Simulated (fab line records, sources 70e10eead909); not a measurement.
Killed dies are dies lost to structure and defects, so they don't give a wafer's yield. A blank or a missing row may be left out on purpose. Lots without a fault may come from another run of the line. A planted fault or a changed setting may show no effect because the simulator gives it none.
Which tool did it? | flow nand_harc | 24 lots, 72 wafers sampled, at 2 steps of a route of 1302

WHAT THE GAUGES READ, wafer by wafer
NHARC_A_CHANNEL_HOLE_D2_CD_MEAS_10: target cd 100 nm. Usual: cd_nm 100.1 nm, standard deviation 0.72.
lot  | measured     | on        | cd_nm (nm)        | flag
L074 | day 13 08:30 | cd_sem-02 | 99.6 99.7 100.5   |
L075 | day 13 08:39 | cd_sem-03 | 100.5 101.1 100.1 |
L076 | day 14 09:10 | cd_sem-02 | 98.1 100.3 99.6   |
L078 | day 14 19:08 | cd_sem-01 | 100.7 98.6 101.2  |
L077 | day 14 19:19 | cd_sem-03 | 100.9 101.5 99.9  |
L079 | day 15 13:39 | cd_sem-03 | 101.8 100.0 101.1 |
L080 | day 15 19:16 | cd_sem-03 | 99.2 100.2 99.5   |
L081 | day 16 02:08 | cd_sem-02 | 99.2 101.1 100.2  |
L083 | day 16 19:39 | cd_sem-02 | 100.2 101.6 99.4  |
L082 | day 16 19:49 | cd_sem-03 | 101.0 100.3 100.3 |
L084 | day 17 04:31 | cd_sem-02 | 99.7 100.1 100.4  |
L085 | day 17 23:43 | cd_sem-02 | 100.5 100.7 99.6  |
L086 | day 18 09:38 | cd_sem-01 | 100.2 100.2 100.6 |
L087 | day 18 09:53 | cd_sem-03 | 98.9 99.8 99.7    |
L088 | day 19 04:05 | cd_sem-03 | 99.1 99.0 98.1    |
L089 | day 19 06:06 | cd_sem-03 | 99.8 99.4 100.7   |
L091 | day 20 06:08 | cd_sem-02 | 98.9 100.4 100.3  |
L090 | day 20 06:18 | cd_sem-01 | 99.4 100.5 100.5  |
L093 | day 20 20:29 | cd_sem-01 | 99.7 99.8 100.5   |
L092 | day 20 21:17 | cd_sem-01 | 100.6 100.5 100.8 |
L095 | day 21 23:31 | cd_sem-03 | 100.2 100.8 99.7  |
L094 | day 22 04:19 | cd_sem-01 | 99.7 100.2 98.5   |
L097 | day 22 11:58 | cd_sem-01 | 99.6 99.2 99.8    |
L096 | day 22 12:25 | cd_sem-01 | 100.3 99.3 100.6  |

NHARC_A_CHANNEL_HOLE_D2_CD_MEAS_31. Usual: cd_nm 90.0 nm, standard deviation 1.6.
lot  | measured     | on        | cd_nm (nm)     | flag
L074 | day 13 15:29 | cd_sem-02 | 89.4 90.8 89.2 |
L075 | day 13 15:58 | cd_sem-01 | 91.1 92.6 89.4 |
L076 | day 14 16:03 | cd_sem-03 | 89.6 91.3 88.0 |
L078 | day 15 02:02 | cd_sem-03 | 89.3 87.4 88.3 |
L077 | day 15 04:41 | cd_sem-01 | 88.3 90.6 90.4 |
L079 | day 15 20:33 | cd_sem-03 | 92.0 90.9 91.1 |
L080 | day 16 02:42 | cd_sem-01 | 88.6 90.1 91.5 |
L081 | day 16 11:32 | cd_sem-01 | 90.2 91.5 90.5 |
L083 | day 17 02:32 | cd_sem-03 | 86.8 90.1 88.8 |
L082 | day 17 06:43 | cd_sem-02 | 91.8 88.9 90.5 |
L084 | day 17 21:55 | cd_sem-01 | 90.3 88.0 89.7 |
L085 | day 18 06:44 | cd_sem-03 | 91.4 90.2 88.0 |
L086 | day 18 17:11 | cd_sem-03 | 92.8 91.1 94.3 |
L087 | day 18 16:46 | cd_sem-01 | 88.8 89.3 91.9 |
L088 | day 19 10:58 | cd_sem-01 | 90.9 89.1 88.2 |
L089 | day 19 12:58 | cd_sem-03 | 89.4 88.5 91.0 |
L091 | day 20 13:40 | cd_sem-03 | 90.8 91.4 92.9 |
L090 | day 20 13:10 | cd_sem-03 | 88.1 90.7 92.5 |
L093 | day 21 03:23 | cd_sem-01 | 88.7 87.6 88.4 |
L092 | day 21 04:12 | cd_sem-03 | 92.2 91.0 92.3 |
L095 | day 22 06:58 | cd_sem-01 | 88.5 91.7 91.1 |
L094 | day 22 11:23 | cd_sem-03 | 88.8 90.5 86.7 |
L097 | day 22 19:02 | cd_sem-02 | 88.8 88.8 89.1 |
L096 | day 22 20:34 | cd_sem-02 | 87.4 88.4 91.0 |

WHICH TOOL RAN EACH LOT (tool, then ch and the chambers of the sampled wafers, then the start)
The record holds no process step before these readings.

WHAT THE TOOLS THEMSELVES READ (means of the sampled wafers that have a number; where no wafer has one, the mark that the record gives instead)
The record holds no such reading with a usual standard deviation.

THE ANSWER, worked out from the rows above alone
Rule: a lot is off if the mean of its wafers that have a number lies more than 3 standard deviations from the usual mean. A lot without any number at a reading at which 4 lots or more have one is off too. The other lots that the step has rows for count as sound. The gauges are gone through in route order, then the tools' own readings, and for those a lot's mean is taken as printed above. The first step at which some lot is off is used, and at that step the reading that is off furthest; a lot without a number counts as furthest.
No lot is off at any reading shown: from this, nothing can be told.

WHAT THE SIMULATOR HAD PUT IN
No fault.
